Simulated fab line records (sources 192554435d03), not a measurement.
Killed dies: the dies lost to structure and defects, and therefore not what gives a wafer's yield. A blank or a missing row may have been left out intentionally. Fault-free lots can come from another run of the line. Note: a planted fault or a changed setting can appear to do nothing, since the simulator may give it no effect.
Which tool did it? || flow n5-finfet || 11 lots, 33 wafers sampled, at 2 steps of a route of 1938

## WHAT EACH GAUGE READ, for each wafer
N5_FIN_SAQP_INSPECT_18: inspects for defects (brightfield).
{"lot": "L075", "measured": "day 2 04:10", "on": "defect-inspect-02", "raw-defect-count": "278 440 249"}
{"lot": "L077", "measured": "day 2 15:50", "on": "defect-inspect-01", "raw-defect-count": "401 426 406"}
{"lot": "L079", "measured": "day 3 06:06", "on": "defect-inspect-01", "raw-defect-count": "562 436 580"}
{"lot": "L081", "measured": "day 3 16:27", "on": "defect-inspect-02", "raw-defect-count": "436 568 533"}
{"lot": "L084", "measured": "day 4 11:19", "on": "defect-inspect-02", "raw-defect-count": "563 770 613"}
{"lot": "L086", "measured": "day 4 23:13", "on": "defect-inspect-02", "raw-defect-count": "507 479 456"}
{"lot": "L088", "measured": "day 5 10:38", "on": "defect-inspect-02", "raw-defect-count": "682 384 318"}
{"lot": "L090", "measured": "day 5 23:21", "on": "defect-inspect-02", "raw-defect-count": "398 487 361"}
{"lot": "L092", "measured": "day 6 13:47", "on": "defect-inspect-02", "raw-defect-count": "416 532 387"}
{"lot": "L095", "measured": "day 7 04:00", "on": "defect-inspect-01", "raw-defect-count": "392 279 376"}
{"lot": "L097", "measured": "day 7 16:01", "on": "defect-inspect-01", "raw-defect-count": "397 449 579"}

## WHICH TOOL RAN EACH LOT (tool, then ch and the chambers of the sampled wafers, then the start)
{"lot": "L075", "N5_FIN_SAQP_DENSIFY_62": "rtp-anneal-02 ch 0, day 2 03:14"}
{"lot": "L077", "N5_FIN_SAQP_DENSIFY_62": "rtp-anneal-02 ch 0, day 2 14:55"}
{"lot": "L079", "N5_FIN_SAQP_DENSIFY_62": "rtp-anneal-02 ch 0, day 3 05:04"}
{"lot": "L081", "N5_FIN_SAQP_DENSIFY_62": "rtp-anneal-01 ch 0, day 3 15:23"}
{"lot": "L084", "N5_FIN_SAQP_DENSIFY_62": "rtp-anneal-02 ch 0, day 4 10:13"}
{"lot": "L086", "N5_FIN_SAQP_DENSIFY_62": "rtp-anneal-01 ch 0, day 4 22:00"}
{"lot": "L088", "N5_FIN_SAQP_DENSIFY_62": "rtp-anneal-02 ch 0, day 5 09:34"}
{"lot": "L090", "N5_FIN_SAQP_DENSIFY_62": "rtp-anneal-02 ch 0, day 5 22:17"}
{"lot": "L092", "N5_FIN_SAQP_DENSIFY_62": "rtp-anneal-01 ch 0, day 6 12:44"}
{"lot": "L095", "N5_FIN_SAQP_DENSIFY_62": "rtp-anneal-01 ch 0, day 7 02:56"}
{"lot": "L097", "N5_FIN_SAQP_DENSIFY_62": "rtp-anneal-02 ch 0, day 7 15:09"}
- N5_FIN_SAQP_DENSIFY_62: time 60 s.

## THE ANSWER, worked out from the rows above alone
Rule: the usual values come from the lots themselves. The widest of any qualifying gaps counts: lots, ordered by their means at a reading, are off when they make up no more than a third of the lots, leave a main group of 4 or more, and stand apart from it by 3 or more times the standard deviation of that group's means. The tables above print the reading to a certain number of digits; a main group whose means all agree to those digits is not used. A lot without any number at a reading at which 4 lots or more have one is off too. Where the step has rows for the other lots, those lots are counted as sound.
None of the lots is off at any reading shown; this tells nothing.

## WHAT THE SIMULATOR PUT IN
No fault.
